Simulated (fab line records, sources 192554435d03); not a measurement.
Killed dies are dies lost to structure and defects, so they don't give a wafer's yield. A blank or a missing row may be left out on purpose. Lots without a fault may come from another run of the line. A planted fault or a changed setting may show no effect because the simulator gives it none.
Chamber matching | flow n5_finfet | N5_HKMG_FIN_ALD_71 on ald_metal-01: 4 sister chambers
The step deposits TiN, target thk 1 nm, pulse time 1 s, purge time 3 s. 14 wafers are shown with their chamber, then 7 later ones without.

WAFERS WITH THEIR CHAMBER
wafer  | chamber | heater_power_w (W) | precursor_pulse_height_rel
L076.1 | 3       | 836                | 1.002
L076.2 | 2       | 917                | 0.982
L076.6 | 3       | 841                | 1.011
L081.2 | 0       | 832                | 0.997
L081.3 | 1       | 916                | 0.982
L081.5 | 2       | 934                | 0.987
L082.2 | 2       | 906                | 0.990
L082.5 | 3       | 833                | 0.979
L082.6 | 0       | 826                | 0.989
L085.1 | 2       | 919                | 1.033
L085.2 | 3       | 864                | 0.998
L085.6 | 0       | 843                | 0.988
L086.4 | 0       | 810                | 0.967
L086.5 | 3       | 825                | 0.980

SIGNATURES (means of the wafers above)
reading                    | chamber 0 | chamber 1 | chamber 2 | chamber 3 | scatter within a chamber
heater_power_w             | 827.75    | 916.00    | 919.00    | 839.80    | 13.5
precursor_pulse_height_rel | 0.98525   | 0.98200   | 0.99800   | 0.99400   | 0.0172
Rule: a wafer's distance from a chamber is the root of the sum, over the readings, of the square of ((its reading less the chamber's mean) divided by the reading's scatter). The wafer belongs to the nearest chamber; if the next one is less than 2 further off, it can't be placed. The scatter: the root of (the sum of the squares of (reading less its chamber's mean) over the shown wafers, divided by (wafers less chambers)).

WAFERS WITHOUT THEIR CHAMBER
wafer  | heater_power_w (W) | precursor_pulse_height_rel
L086.6 | 827                | 1.035
L091.1 | 847                | 1.013
L091.3 | 909                | 1.003
L091.4 | 832                | 1.023
L096.4 | 939                | 0.994
L096.5 | 926                | 0.996
L096.6 | 921                | 0.997

WHICH CHAMBER EACH WENT THROUGH
wafer  | from the rows above     | in truth
L086.6 | can't be placed: 3 or 0 | 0
L091.1 | can't be placed: 3 or 0 | 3
L091.3 | can't be placed: 2 or 1 | 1
L091.4 | can't be placed: 3 or 0 | 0
L096.4 | can't be placed: 2 or 1 | 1
L096.5 | can't be placed: 2 or 1 | 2
L096.6 | can't be placed: 2 or 1 | 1
Placed correctly: 0 of 7. Can't be placed from these rows: 7 (the true chamber is among the candidates in 7). Placed wrongly: 0.
